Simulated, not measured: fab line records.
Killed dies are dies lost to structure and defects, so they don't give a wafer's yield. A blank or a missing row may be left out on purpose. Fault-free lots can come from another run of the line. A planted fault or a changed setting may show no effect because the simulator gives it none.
Which tool was responsible? | flow nand-harc | 11 lots with 33 wafers sampled at 6 steps, on a route of 1302 steps

## WHAT EACH GAUGE READ, for each wafer
NHARC_END_SORT_01.
lot  | measured     | on        | killed-at-array
L104 | day 31 09:07 | prober-01 | 83 84 89
L106 | day 31 15:59 | prober-02 | 133 159 95

## TOOL THAT RAN EACH LOT (tool first, then ch and the chambers of the sampled wafers, then the start)
lot  | NHARC_A_STAIRCASE_ETCH_230         | NHARC_A_STAIRCASE_ETCHBACK_157     | NHARC_A_STAIRCASE_DEP_471       | NHARC_A_SGD_CUT_DEP_00          | NHARC_A_SGD_CUT_ETCH_59
L991 | rie-diel-02 ch 0,3, day 16 23:23   | rie-diel-03 ch 2,3, day 19 22:58   | pecvd-01 ch 0,1,2, day 19 23:20 | pecvd-03 ch 0,1,2, day 20 00:01 | rie-diel-12 ch 1,2, no start
L990 | rie-diel-02 ch 0,3, day 16 23:46   | rie-diel-03 ch 0,1, day 19 23:50   | pecvd-01 ch 0,1, day 20 00:23   | pecvd-02 ch 1,2, day 20 01:01   | rie-diel-10 ch 0,1,3, no start
L995 | rie-diel-11 ch 1,2,3, day 19 12:44 | rie-diel-03 ch 0,2,3, day 22 09:36 | pecvd-03 ch 0,2, day 22 09:54   | pecvd-01 ch 1,2, day 22 10:35   | rie-diel-12 ch 1,2,3, no start
L996 | rie-diel-02 ch 0,1,2, day 19 17:56 | rie-diel-11 ch 2,3, day 22 22:29   | pecvd-03 ch 0,1,2, day 22 22:49 | pecvd-03 ch 1,2, day 22 23:29   | rie-diel-12 ch 0,1,3, no start
L999 | rie-diel-11 ch 0,1, day 20 05:54   | rie-diel-11 ch 1,2, day 23 06:23   | pecvd-03 ch 0,2, day 23 06:46   | pecvd-03 ch 0,2, day 23 07:31   | rie-diel-09 ch 0,1, no start
L997 | rie-diel-02 ch 0,2, day 20 06:13   | rie-diel-03 ch 0,2,3, day 23 06:29 | pecvd-01 ch 0,1,2, day 23 06:46 | pecvd-01 ch 0,1, day 23 07:36   | rie-diel-12 ch 0,1,3, no start
L998 | rie-diel-11 ch 0,1,3, day 20 13:00 | rie-diel-03 ch 1,2,3, day 23 09:23 | pecvd-03 ch 0,1, day 23 09:41   | pecvd-03 ch 0,2, day 23 10:22   | rie-diel-10 ch 0,2,3, no start
L104 | rie-diel-11 ch 1,2, day 22 20:45   | rie-diel-02 ch 1,3, day 25 14:36   | pecvd-01 ch 1,2, day 25 14:53   | pecvd-03 ch 0,1, day 25 18:07   | rie-diel-12 ch 2,3, day 31 09:07 or earlier
L106 | rie-diel-11 ch 1,2,3, day 23 01:43 | rie-diel-02 ch 1,2,3, day 26 01:23 | pecvd-01 ch 0,1,2, day 26 01:49 | pecvd-03 ch 0,1,2, day 26 05:31 | rie-diel-09 ch 0,1,3, day 31 15:59 or earlier
L108 | rie-diel-03 ch 0,2,3, day 24 12:17 | rie-diel-02 ch 0,1,3, day 27 17:47 | pecvd-03 ch 0,2, day 27 18:20   | pecvd-02 ch 0,1,2, day 27 19:02 | rie-diel-09 ch 0,2,3, no start
L109 | rie-diel-02 ch 1,2,3, day 24 17:31 | rie-diel-03 ch 0,1, day 27 21:10   | pecvd-01 ch 0,1, day 27 21:31   | pecvd-03 ch 0,1,2, day 27 22:12 | rie-diel-10 ch 1,2, no start
- NHARC_A_STAIRCASE_ETCH_230: etches the open film in C4F8/O2, target depth 100 nm, time 40.5 s.
- NHARC_A_STAIRCASE_ETCHBACK_157: etches the open film in CH3F/O2, target depth 90 nm, time 167.14 s.
- NHARC_A_STAIRCASE_DEP_471: deposits SiO2, target thk 100 nm.
- NHARC_A_SGD_CUT_DEP_00: deposits SiNx, target thk 50 nm.
- NHARC_A_SGD_CUT_ETCH_59: etches the open film in N2/H2, target depth 260 nm, time 406.25 s.

## THE ANSWER, worked out from the rows above alone
Rule: the usual values come from the lots themselves. The widest of any qualifying gaps counts: lots, ordered by their means at a reading, are off when they make up no more than a third of the lots, leave a main group of 4 or more, and stand apart from it by 3 or more times the standard deviation of that group's means. A main group whose means are all the same, to the digits that the tables above print for the reading, isn't used. Also off: a lot with no number at a reading for which 4 or more lots have one. The other lots that the step has rows for count as sound.
Nothing can be told from this: no lot is off at any reading shown.

## WHAT THE SIMULATOR PUT IN
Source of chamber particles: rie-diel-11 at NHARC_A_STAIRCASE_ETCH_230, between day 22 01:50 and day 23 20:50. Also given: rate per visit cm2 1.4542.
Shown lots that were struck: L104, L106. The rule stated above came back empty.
